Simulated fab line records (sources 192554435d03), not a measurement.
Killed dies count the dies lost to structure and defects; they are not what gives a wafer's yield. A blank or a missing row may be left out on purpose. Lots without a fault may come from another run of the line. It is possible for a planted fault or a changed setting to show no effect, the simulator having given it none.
Code-filled problem report in 8D (eight disciplines) form || flow n5 finfet || the parts of the form that need people (team, actions taken, sign-off) are left out

## 1. WHAT IS WRONG
Across 3 wafers from 3 lots, M6_ILD_THK at N5_BEOL_M6_THK_MEAS_01 averages 111.1 nm, while fault-free wafers read 155.0 nm with a standard deviation of 1.9. That puts it -23 standard deviations away from the usual mean.
First seen on wafer L484.1, day 12 18:50, on film metro-01. The record has a number at this step for 30 wafers belonging to 11 lots. Rule for "out" (also "out of limits"): further than 4 standard deviations from the usual mean. The other wafers with a number count as sound.

## 2. WHAT THIS IS AND IS NOT
{"question": "which readings at this step", "is": "M6_ILD_THK", "is not": "-"}
{"question": "which lots", "is": "L482, L484, L487", "is not": "L473, L475, L476, L478, L488, L490, L493, L495"}
{"question": "which wafers of those lots", "is": "L482.1, L484.1, L487.1", "is not": "L482.4, L484.2, L487.2"}
{"question": "read on which gauges", "is": "film metro-01", "is not": "film metro-02"}
{"question": "when", "is": "from day 12 18:50", "is not": "up to then (13 sound wafers); but 14 sound wafers of L482, L487, L488, L490, L493, L495 came after"}

## 3. THE SUSPECTS, EACH WITH WHAT RULES IT OUT
Counting: a tool at a process step up to the reading stays a suspect if it ran every lot that is out. Sound lots after the first of them don't rule it out here, since some wafers of a struck lot are sound.
- the gauge at N5_BEOL_M6_THK_MEAS_01: kept. All the wafers that are out were read on film metro-01, and no step on other tools shows them out.
- pecvd-03 at N5_BEOL_M6_ILD_DEP_00 (deposits SiCOH lowk from DEMS/porogen, target thk 179.75 nm, time 33.4 s): kept. It processed each lot that is out (first: L484, day 12 18:14); up to then, its last sound lot is L476 (day 10 07:16).
After counting, pecvd-03 at N5_BEOL_M6_ILD_DEP_00 and film metro-01 at N5_BEOL_M6_THK_MEAS_01 remain.

## 4. THE CAUSE (what the simulator had put in)
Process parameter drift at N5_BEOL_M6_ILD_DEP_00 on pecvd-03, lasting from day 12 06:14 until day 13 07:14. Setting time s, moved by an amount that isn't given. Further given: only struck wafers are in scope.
After counting, 2 suspects remain, this tool included.

## 5. SEQUENCE OF EFFECTS, ordered by route
Each row: a reading whose mean over the struck wafers that have a number lies more than 3 standard deviations from the usual. Scope: only readings with a usual standard deviation given in the record; hours: median across lots of the time from each lot's start at the first step in this table that gives one to its start at this step; sigmas: change in usual standard deviations.
{"hours": 0, "step": "N5_BEOL_M6_THK_MEAS_01", "reading": "M6_ILD_THK", "usual": "155.0 nm", "on struck wafers": 111.1, "change": -43.9, "sigmas": -23}
Readings that are blank on the struck wafers while sound wafers have them: susceptor temp C at N5_BEOL_M6_ILD_DEP_00.

## 6. HOW IT WOULD HAVE BEEN CAUGHT EARLIER
Counted from the fault's start at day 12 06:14, it took 13 hours until the first out-of-limits reading at a measuring or inspecting step in this record, taken at day 12 18:50.
L482, L487, from the lots that are out (3), started N5_BEOL_M6_ILD_DEP_00 on pecvd-03 later than day 12 18:50. A hold on the tool at that time would have spared those 2.
